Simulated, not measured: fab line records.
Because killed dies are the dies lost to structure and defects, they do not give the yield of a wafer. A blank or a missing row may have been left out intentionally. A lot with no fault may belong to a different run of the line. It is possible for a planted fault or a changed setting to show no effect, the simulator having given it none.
Tool commonality check + flow n5Finfet + Lots sampled 10, wafers sampled 26

== WHY THIS WAS OPENED ==
On 2 of the 10 lots, a flag is raised at N5_BEOL_M9_CD_MEAS_28 on the reading cdNm. Wafers without a fault read 69.86 nm, standard deviation 0.27.
Rule: flag the lot when none of its wafers has a number, or when each of its wafers that has one lies beyond 4 standard deviations from that mean. The rest of the lots are taken to be sound.

| lot  | measured     | on       | cdNm (nm), wafer by wafer | flag    |
|------|--------------|----------|---------------------------|---------|
| L232 | day 10 07:31 | cdSem-02 | 70.05 69.83               |         |
| L233 | day 10 16:28 | cdSem-01 | 69.55 69.41               |         |
| L237 | day 11 02:52 | cdSem-03 | 69.86 69.85               |         |
| L236 | day 11 10:57 | cdSem-03 | 70.16 69.46               |         |
| L239 | day 12 01:16 | cdSem-01 | 70.03 70.08 69.81         |         |
| L242 | day 13 00:09 | cdSem-02 | 57.58 58.05 58.22         | FLAGGED |
| L244 | day 13 07:13 | cdSem-01 | 59.55 59.67 59.51         | FLAGGED |
| L247 | day 14 01:36 | cdSem-02 | 69.81 69.62 70.14         |         |
| L254 | day 15 07:13 | cdSem-02 | 70.07 69.81 69.52         |         |
| L253 | day 15 22:32 | cdSem-01 | 70.00 70.09 70.34         |         |
The mean of the flagged lots' numbers is 58.76 nm, -11.10 nm from the usual (-41 standard deviations).

== EACH LOT AND THE TOOL IT RAN ON ==
The record holds 2 process steps before the reading, out of a route of 1938 steps. Read each cell as the tool, then ch plus the chambers that the sampled wafers visited, then the start.
| lot  | flag    | N5_BEOL_M9_ETCH_61                | N5_BEOL_M9_EXPOSE_25             |
|------|---------|-----------------------------------|----------------------------------|
| L232 |         | rieDiel-03 ch 0,3, day 10 05:07   | euvScanner-02 ch 0, day 10 07:24 |
| L233 |         | rieDiel-03 ch 0, day 10 14:52     | euvScanner-01 ch 0, day 10 16:20 |
| L237 |         | rieDiel-01 ch 1,2, day 11 02:06   | euvScanner-02 ch 0, day 11 02:44 |
| L236 |         | rieDiel-03 ch 0,2, day 11 09:50   | euvScanner-01 ch 0, day 11 10:49 |
| L239 |         | rieDiel-02 ch 2,3, day 11 23:37   | euvScanner-02 ch 0, day 12 01:08 |
| L242 | FLAGGED | rieDiel-03 ch 1,2,3, day 12 22:05 | euvScanner-02 ch 0, day 13 00:01 |
| L244 | FLAGGED | rieDiel-02 ch 0,1,3, day 13 05:01 | euvScanner-02 ch 0, day 13 07:05 |
| L247 |         | rieDiel-02 ch 0,1, day 14 00:21   | euvScanner-01 ch 0, day 14 01:28 |
| L254 |         | rieDiel-01 ch 2,3, day 15 04:28   | euvScanner-01 ch 0, day 15 07:05 |
| L253 |         | rieDiel-01 ch 0,1, day 15 21:30   | euvScanner-01 ch 0, day 15 22:25 |
These steps, and what they do:
- N5_BEOL_M9_ETCH_61: etches SiARC in CF4, target depth 39 nm, time 65 s.
- N5_BEOL_M9_EXPOSE_25: exposes mask V8.
- N5_BEOL_M9_CD_MEAS_28: target cd 70 nm.

== FLAGGED AGAINST TOTAL, ONE TOOL AT A TIME (gauges that did the reading follow at the end) ==
| step                  | tool          | lots run | flagged | share of the flagged lots | sound lots run after its first flagged lot |
|-----------------------|---------------|----------|---------|---------------------------|--------------------------------------------|
| N5_BEOL_M9_ETCH_61    | rieDiel-01    | 3        | 0       | none                      | -                                          |
| N5_BEOL_M9_ETCH_61    | rieDiel-02    | 3        | 1       | some                      | 1 (L247)                                   |
| N5_BEOL_M9_ETCH_61    | rieDiel-03    | 4        | 1       | some                      | 0                                          |
| N5_BEOL_M9_EXPOSE_25  | euvScanner-01 | 5        | 0       | none                      | -                                          |
| N5_BEOL_M9_EXPOSE_25  | euvScanner-02 | 5        | 2       | all                       | 0                                          |
| N5_BEOL_M9_CD_MEAS_28 | cdSem-01      | 4        | 1       | some                      | 1 (L253)                                   |
| N5_BEOL_M9_CD_MEAS_28 | cdSem-02      | 4        | 1       | some                      | 2 (L247,L254)                              |
| N5_BEOL_M9_CD_MEAS_28 | cdSem-03      | 2        | 0       | none                      | -                                          |

== WHAT IS ALLOWED BY THE TABLE ==
1 row of the table ran every flagged lot: euvScanner-02 at N5_BEOL_M9_EXPOSE_25.
- euvScanner-02 at N5_BEOL_M9_EXPOSE_25: 2 of its 5 lots flagged. A fault beginning between L239 (day 12 01:08), its last sound lot, and L242 (day 13 00:01), its first flagged one, fits the data. Its own readings (exposureDoseMJCm2) fall more than 4 standard deviations out on all wafers of the flagged lots.
euvScanner-02 at N5_BEOL_M9_EXPOSE_25 is the single tool remaining.

== WHAT THE SIMULATOR PUT IN ==
Process parameters drifting: euvScanner-02 at N5_BEOL_M9_EXPOSE_25, beginning at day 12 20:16. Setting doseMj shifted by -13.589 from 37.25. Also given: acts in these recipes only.
Struck lots among those shown: L242, L244. The rule given above showed the same thing.
